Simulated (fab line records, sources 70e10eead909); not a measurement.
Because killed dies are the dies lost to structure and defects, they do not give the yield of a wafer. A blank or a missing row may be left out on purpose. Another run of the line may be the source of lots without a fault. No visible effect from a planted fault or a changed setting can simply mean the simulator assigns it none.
Code-filled problem report in 8D (eight disciplines) form / flow nandHarc / the parts of the form that need people (team, actions taken, sign-off) are left out

## 1. THE ISSUE
Mean of plateTempC at NHARC_P_ZERO_WELL_PEB_22: 120.53 C across 9 wafers in 3 lots; on wafers with no fault it is 117.98 C (standard deviation 0.14). Measured from the usual mean, that is +18 standard deviations.
The step: peb time 85 s.
First seen on wafer L175.2, day 3 14:25, on lithoTrack-03. The record has a number at this step for 21 wafers belonging to 7 lots. Rule for "out", or "out of limits": more than 4 standard deviations from the usual mean. All remaining wafers that have a number are taken as sound.

## 2. WHAT THIS IS AND IS NOT
question=which readings at this step | is=plateTempC, heaterPowerTotalW | is not=-
question=which lots | is=L175, L176, L177 | is not=L172, L173, L186, L190
question=which wafers of those lots | is=all that have a number | is not=-
question=read on which tools | is=lithoTrack-03 | is not=lithoTrack-05, lithoTrack-07
question=when | is=from day 3 14:25 | is not=up to then (6 sound wafers); but 6 sound wafers of L186, L190 came after

## 3. SUSPECTS, AND WHAT RULES EACH OUT
Counting: a tool at a process step up to the reading stays a suspect if it ran every lot that is out and no sound lot after the first of them.
- lithoTrack-03 at NHARC_P_ZERO_WELL_PEB_22 (peb time 85 s): kept. It processed each lot that is out, first L175 at day 3 14:25, and no sound lot thereafter; up to then, the last sound lot it processed was L173 at day 3 02:14. Its own heaterPowerTotalW, plateTempC readings are out on those wafers.
After counting, what remains is lithoTrack-03 at NHARC_P_ZERO_WELL_PEB_22.

## 4. THE CAUSE (what the simulator had put in)
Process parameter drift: lithoTrack-03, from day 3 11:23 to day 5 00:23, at NHARC_P_ZERO_WELL_PEB_22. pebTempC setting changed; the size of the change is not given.
This tool alone remained once counting was done.

## 5. THE CHAIN OF EFFECTS, in route order
One row per reading whose mean, taken over the struck wafers that have a number, lies over 3 standard deviations from the usual. Only readings whose record carries a usual standard deviation are examined. hours: median over the lots of the time between each lot's start at the first step of this table that gives one and its start at this step. sigmas: the change, counted in usual standard deviations.
hours=0; step=NHARC_P_ZERO_WELL_PEB_22; reading=heaterPowerTotalW; usual=163.97 W; on struck wafers=168.46; change=+4.49; sigmas=+17
hours=0; step=NHARC_P_ZERO_WELL_PEB_22; reading=plateTempC; usual=117.98 C; on struck wafers=120.53; change=+2.55; sigmas=+18
Process steps it contains:
- NHARC_P_ZERO_WELL_PEB_22: peb time 85 s.
Later measuring or inspecting steps at which every struck wafer that the step has a row for has a number for every such reading, and none has moved that far: NHARC_P_ZERO_WELL_CD_MEAS_24.

## 6. HOW IT WOULD HAVE BEEN CAUGHT EARLIER
In this record the first reading out of limits was taken at day 3 14:25, 3 hours after the fault began at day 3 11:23.
